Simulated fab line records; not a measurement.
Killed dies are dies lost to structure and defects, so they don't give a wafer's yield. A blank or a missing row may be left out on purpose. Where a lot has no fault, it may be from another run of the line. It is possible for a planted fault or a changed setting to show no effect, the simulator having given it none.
Struck lot and sound lot, side by side	flow n5Finfet	14 steps out of a route of 1938
Sound: these wafers, L790.1, L790.4, L790.5. Wafers struck: L800.1, L800.4, L800.6. The cause is named last.
Order at every step that has rows: each side's tool, ch and its chambers, its first start. Under that, the readings that differ: sound wafers	struck wafers	difference of the means	sigmas: that difference in standard deviations of wafers without a fault.
alike: a reading whose means differ by less than 2 such deviations, as well as words and numbers matching on both sides. not compared: withheld readings; readings where some wafer has no value; bounds like >300 that might hide an equal value; numbers whose values overlap and for which the record gives no deviation.
Wherever a step has rows on one side only, a row that says differs or no value, or a row with sigmas, the two part there. Numbers that don't overlap but have no deviation are shown without sigmas and don't part them. A reading that every wafer of one side lacks parts them only if that side has two wafers or more.

N5_BEOL_M4_ILD_DEP_00: deposits SiOC from DEMS/O2, target thk 79 nm, time 15.3 s.
  sound on pecvd-03 ch 1,2, day 9 00:16; struck on pecvd-03 ch 0,1, day 11 08:13
  alike: heaterPowerW, showerheadPlenumPTorr, throttleValvePct
N5_BEOL_M4_THK_MEAS_01:
  struck on filmMetro-02, day 11 08:17; sound on filmMetro-01, day 9 00:20
  alike: M4_ILD_THK
N5_BEOL_M4_PECVD_72: deposits SiO2 from TEOS/O2, target thk 16 nm, time 18 s.
  sound on pecvd-04 ch 0,2, day 9 00:23; struck on pecvd-04 ch 0,2, day 11 08:20
  alike: heaterPowerW, showerheadPlenumPTorr, throttleValvePct
N5_BEOL_M4_HM_DEP_02: deposits TiN, target thk 20 nm.
  struck on pvdSputter-03, day 11 08:29; sound on pvdSputter-01, day 9 01:10
  alike: throttleValvePct
then, 8 steps without rows for these wafers: N5_BEOL_M4_COAT_61 (time 60 s, resist thk 60 nm); N5_BEOL_M4_COAT_62 (time 60 s, resist thk 12 nm); N5_BEOL_M4_COAT_73 (time 60 s, resist thk 5 nm); N5_BEOL_M4_COAT_05 (resist thk 30 nm); N5_BEOL_M4_EBR_07; N5_BEOL_M4_SOFTBAKE_06 (time 60 s); N5_BEOL_M4_EXPOSE_08 (exposes mask M4); N5_BEOL_M4_PEB_09 (peb time 60 s).
N5_BEOL_M4_DEVELOP_10: develop time 30 s.
  struck on lithoTrack-04, day 11 08:50; sound on lithoTrack-05 ch 0, day 9 01:31
  no value came back on the struck wafers for chillPlateTempC (C), developTimeS (s); on the sound wafers chillPlateTempC (C) reads 22.82 22.80 22.79
reading	sound	struck	difference	sigmas
model.CAR-EUV_of_BEOL_M4_COAT_05.thkNm (nm)	29.4 29.4 29.4	30.2 30 30	+0.7	
N5_BEOL_M4_CD_MEAS_11: the cd target is 16.79 nm.
  sound on cdSem-02 ch 0, day 9 01:34; struck on cdSem-01 ch 0, day 11 08:53
reading	sound	struck	difference	sigmas
cdNm (nm)	16.52 16.79 16.72	- - -	no value on the struck wafers	

## WHERE THEY PART
Earliest at N5_BEOL_M4_DEVELOP_10; latest, in this record, at N5_BEOL_M4_CD_MEAS_11.

WHY: what had been put in by the simulator
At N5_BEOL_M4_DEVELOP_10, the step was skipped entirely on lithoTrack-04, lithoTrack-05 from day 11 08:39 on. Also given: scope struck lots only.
